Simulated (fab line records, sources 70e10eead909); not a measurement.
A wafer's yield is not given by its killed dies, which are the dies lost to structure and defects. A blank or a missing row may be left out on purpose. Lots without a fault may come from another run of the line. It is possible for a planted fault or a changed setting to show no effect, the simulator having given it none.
Matching of chambers ; flow nandHarc ; 4 sister chambers for NHARC_P_ZERO_WELL_DESCUM_26 on rieDiel-08
The step chemistry O2, time 3 s. 22 wafers are shown with their chamber, then 11 later ones without.

WAFERS PAIRED WITH THEIR CHAMBERS
wafer;chamber;drypumpMotorCurrentA (A);oesProductAu (a.u.);throttleValvePct (%)
L076.1;1;6.7;1.008;11.308
L076.2;3;5.9;1.005;11.314
L076.6;0;6.3;0.995;11.320
L077.2;1;6.6;0.993;11.319
L077.3;0;6.3;0.989;11.314
L077.4;0;6.3;0.999;11.310
L078.1;0;6.3;0.988;11.313
L078.2;1;6.7;1.002;11.307
L078.3;3;5.9;1.009;11.304
L080.1;2;5.6;0.996;11.306
L080.2;0;6.3;0.993;11.310
L080.6;3;5.9;1.001;11.322
L081.2;0;6.3;0.996;11.313
L081.3;2;5.6;0.999;11.293
L081.5;1;6.7;0.988;11.317
L083.2;0;6.3;1.006;11.309
L083.3;3;5.9;0.999;11.332
L083.4;1;6.7;1.000;11.328
L085.2;0;6.3;0.999;11.298
L085.3;3;5.9;0.999;11.310
L085.5;3;5.9;1.007;11.301
L088.4;2;5.6;1.005;11.320

SIGNATURES (averages over the wafers above)
reading;chamber 0;chamber 1;chamber 2;chamber 3;scatter within a chamber
drypumpMotorCurrentA;6.300;6.680;5.600;5.900;0.0211
oesProductAu;0.99562;0.99820;1.00000;1.00333;0.00586
throttleValvePct;11.31087;11.31580;11.30633;11.31383;0.00946
Rule: a wafer's distance from a chamber is the root of the sum, over the readings, of the square of ((its reading less the chamber's mean) divided by the reading's scatter). The wafer belongs to the nearest chamber; if the next one is less than 2 further off, it can't be placed. The scatter is the square root of a quotient: the sum, over the shown wafers, of each reading's squared deviation from its chamber's mean, divided by wafers minus chambers.

WAFERS WHOSE CHAMBER IS MISSING
wafer;drypumpMotorCurrentA (A);oesProductAu (a.u.);throttleValvePct (%)
L088.5;6.3;1.004;11.318
L088.6;6.7;1.004;11.313
L090.1;6.3;0.987;11.303
L090.5;5.6;0.999;11.304
L090.6;5.9;1.002;11.316
L095.1;6.6;1.000;11.316
L095.2;6.0;1.002;11.321
L095.5;5.6;1.002;11.302
L096.2;5.6;0.990;11.305
L096.3;6.3;0.993;11.303
L096.6;5.6;0.997;11.307

EACH ONE'S CHAMBER
wafer;from the rows above;in truth
L088.5;0;0
L088.6;1;1
L090.1;0;0
L090.5;2;2
L090.6;3;3
L095.1;1;1
L095.2;3;3
L095.5;2;2
L096.2;2;2
L096.3;0;0
L096.6;2;2
Correctly placed: 11 of 11. From these rows, 0 cannot be placed. Placed wrongly: 0.
